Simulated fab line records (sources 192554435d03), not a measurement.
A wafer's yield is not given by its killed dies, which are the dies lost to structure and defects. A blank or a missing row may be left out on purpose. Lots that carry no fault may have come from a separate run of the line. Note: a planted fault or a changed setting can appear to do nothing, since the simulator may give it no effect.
A struck lot beside a sound one | flow n5_finfet | 44 out of 1938 route steps
Sound: wafers L500.1, L500.3, L500.4. Struck: wafer L511.4 (left out: L511.1, a lot-mate that was not struck); the cause follows at the end.
For every step that has rows: the tool of each side, followed by ch and its chambers, followed by its first start. Under that, the readings that differ: sound wafers | struck wafers | difference of the means | sigmas: that difference in standard deviations of wafers without a fault.
alike: words and numbers the same on both sides, and readings whose means are apart by under 2 such deviations; not compared: readings that were withheld, readings missing a value for some wafer, numbers with overlapping values and no deviation given by the record, and bounds like >300 which may hide the same value.
Wherever a step has rows on one side only, a row that says differs or no value, or a row with sigmas, the two part there. Numbers that have no deviation but don't overlap get no sigmas and don't part them. A reading missing from all wafers of one side parts the sides only when that side holds two or more wafers.

first, 3 steps without rows for these wafers: N5_BEOL_M10_ALD_74 (deposits TaN, target thk 2 nm, pulse time 2 s, purge time 3 s); N5_BEOL_M10_SURFACE_TREAT_76; N5_BEOL_M10_CVD_75 (deposits Co from CCTBA/H2, target thk 2 nm, time 138.9 s).
N5_BEOL_M10_SPUTTER_48: material Cu, target thk 12 nm, time 2 s.
  sound on pvd_sputter-03 at day 11 12:28; struck on pvd_sputter-02 at day 14 06:55
  alike: throttle_valve_pct
then, 3 steps without rows for these wafers: N5_BEOL_M10_ECD_50 (material Cu, target thk 318 nm); N5_BEOL_M10_ANNEAL_51 (time 90 s); N5_BEOL_M10_CMP_52 (polishes, stops on SiCOH lowk, t overpolish 7 s, target thk 140 nm).
N5_BEOL_M10_THK_MEAS_53: measures by xrf.
  sound on film_metro-01 at day 11 13:17; struck on film_metro-01 at day 14 07:52
  alike: M10_THK
then, 1 step without rows for these wafers: N5_BEOL_M10_PRE_CLEAN_55 (time 15 s).
N5_BEOL_M10_DEP_56: deposits SiCN from 3MS/NH3, target thk 15 nm, time 26.5 s.
  sound on pecvd-01 ch 0,1,2, day 11 13:21; struck on pecvd-01 ch 2, day 14 07:55
  alike: showerhead_plenum_p_Torr, throttle_valve_pct
N5_BEOL_M10_RS_MEAS_57: measurement is done with a four-point probe.
  sound on film_metro-02 at day 11 13:25; struck on film_metro-01 at day 14 07:59
  alike: M10_RS
N5_BEOL_M10_INSPECT_58: inspects for defects (darkfield).
  sound on defect_inspect-02 at day 11 13:27; struck on defect_inspect-01 at day 14 08:01
  alike: raw_defect_count
N5_BEOL_M11_ILD_DEP_00: deposits SiCOH lowk from DEMS/porogen, target thk 308.51 nm, time 58 s.
  sound on pecvd-04 ch 0,1, day 11 13:29; struck on pecvd-02 ch 2, day 14 08:04
  reading                                             | sound          | struck | difference | sigmas
  throttle_valve_pct (%)                              | 15.1 15.2 14.9 | 13.5   | -1.6       | -2
  model.SiCOH_lowk_of_BEOL_M11_ILD_DEP_00.thk_nm (nm) | 303 303 313    | 297.4  | -8.9       |
  alike: heater_power_w, showerhead_plenum_p_Torr
N5_BEOL_M11_CURE_71: cures SiCOH lowk, time 240 s.
  sound on uv_cure-01 ch 0, day 11 13:34; struck on uv_cure-02 ch 0, day 14 08:22
  alike: lamp_power_pct, wafer_temp_C_max
N5_BEOL_M11_THK_MEAS_01:
  sound on film_metro-02 at day 11 14:05; struck on film_metro-01 at day 14 08:53
  reading          | sound       | struck | difference | sigmas
  M11_ILD_THK (nm) | 263 263 272 | 258    | -8         | -2
N5_BEOL_M11_PECVD_70: deposits SiO2 from TEOS/O2, target thk 20 nm, time 22.7 s.
  sound on pecvd-03 ch 0,2, day 11 14:07; struck on pecvd-03 ch 2, day 14 08:55
  alike: heater_power_w, showerhead_plenum_p_Torr, throttle_valve_pct
then, 9 steps without rows for these wafers: N5_BEOL_M11_HM_DEP_02 (deposits TiN, target thk 20 nm); N5_BEOL_M11_COAT_59 (time 60 s, resist thk 100 nm); N5_BEOL_M11_COAT_60 (time 60 s, resist thk 30 nm); N5_BEOL_M11_COAT_05 (resist thk 90 nm); N5_BEOL_M11_EBR_07; N5_BEOL_M11_SOFTBAKE_06 (time 60 s); N5_BEOL_M11_EXPOSE_08 (exposes mask M11); N5_BEOL_M11_PEB_09 (peb time 60 s); N5_BEOL_M11_DEVELOP_10 (develop time 30 s).
N5_BEOL_M11_CD_MEAS_11: target cd 64.1 nm.
  sound on cd_sem-02 ch 0, day 11 17:06; struck on cd_sem-02 ch 0, day 14 09:43
  alike: cd_nm
N5_BEOL_M11_OVL_MEAS_12:
  sound on overlay-01 ch 0, day 11 17:08; struck on overlay-01 ch 0, day 14 09:46
  alike: M11_OVL
N5_BEOL_M11_INSPECT_13: inspects for defects (brightfield).
  sound on defect_inspect-02 at day 11 17:09; struck on defect_inspect-02 at day 14 09:47
  alike: raw_defect_count
N5_BEOL_M11_DESCUM_16: chemistry O2, time 7.9 s.
  sound on rie_diel-02 ch 0,2,3, day 11 17:11; struck on rie_diel-01 ch 1, day 14 09:49
  reading      | sound             | struck | difference | sigmas
  rf_vpp_V (V) | 243.6 239.1 243.9 | 245.5  | +3.3       | +2
  alike: drypump_motor_current_A, oes_product_au, showerhead_plenum_p_Torr, throttle_valve_pct
  not compared: rf_hours_counter_h
then, 6 steps without rows for these wafers: N5_BEOL_M11_ETCH_61 (etches SiARC in CF4, target depth 39 nm, time 65 s); N5_BEOL_M11_ETCH_62 (etches SOC in N2/H2, target depth 110 nm, overetch 22 nm, time 165 s); N5_BEOL_M11_STRIP_68 (strips in N2/H2); N5_BEOL_M11_STRIP_67 (strips in CF4); N5_BEOL_M11_HM_OPEN_17 (chemistry Cl2/BCl3, target TiN, target depth 20 nm, overetch 6 nm); N5_BEOL_M11_STRIP_19 (strips in O2).
N5_BEOL_M11_CD_MEAS_18: pitch 140 nm, target cd 70 nm.
  sound on cd_sem-02 at day 11 17:38; struck on cd_sem-02 at day 14 10:17
  alike: cd_nm
then, 6 steps without rows for these wafers: N5_BEOL_M11_COAT_63 (time 60 s, resist thk 100 nm); N5_BEOL_M11_COAT_64 (time 60 s, resist thk 30 nm); N5_BEOL_M11_COAT_22 (resist thk 90 nm); N5_BEOL_M11_EBR_24; N5_BEOL_M11_SOFTBAKE_23 (time 60 s); N5_BEOL_M11_EXPOSE_25 (exposes mask V10).
N5_BEOL_M11_CMP_52: polishes, stops on SiCOH lowk, t overpolish 7 s, target thk 140 nm.
  sound on cmp-04 ch 1,2,3, day 11 22:43; struck on cmp-04 ch 1, day 14 15:44
  reading                                             | sound           | struck | difference | sigmas
  model.SiCOH_lowk_of_BEOL_M11_ILD_DEP_00.thk_nm (nm) | 260.2 260.2 269 | 255.2  | -7.9       |
  alike: clearing_platen_down_force_psi, motor_current_A
next, for these wafers, 1 step has no rows: N5_PASSIVATION_PROBE_49.

== WHERE THEY PART ==
Earliest at N5_BEOL_M11_ILD_DEP_00; latest, in this record, at N5_BEOL_M11_DESCUM_16. Later steps at which nothing parts them and some readings are alike: N5_BEOL_M11_CD_MEAS_18, N5_BEOL_M11_CMP_52.

WHY: the cause the simulator had injected
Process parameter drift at N5_BEOL_M11_ILD_DEP_00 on pecvd-02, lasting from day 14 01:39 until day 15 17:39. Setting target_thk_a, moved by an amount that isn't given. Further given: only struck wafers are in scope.
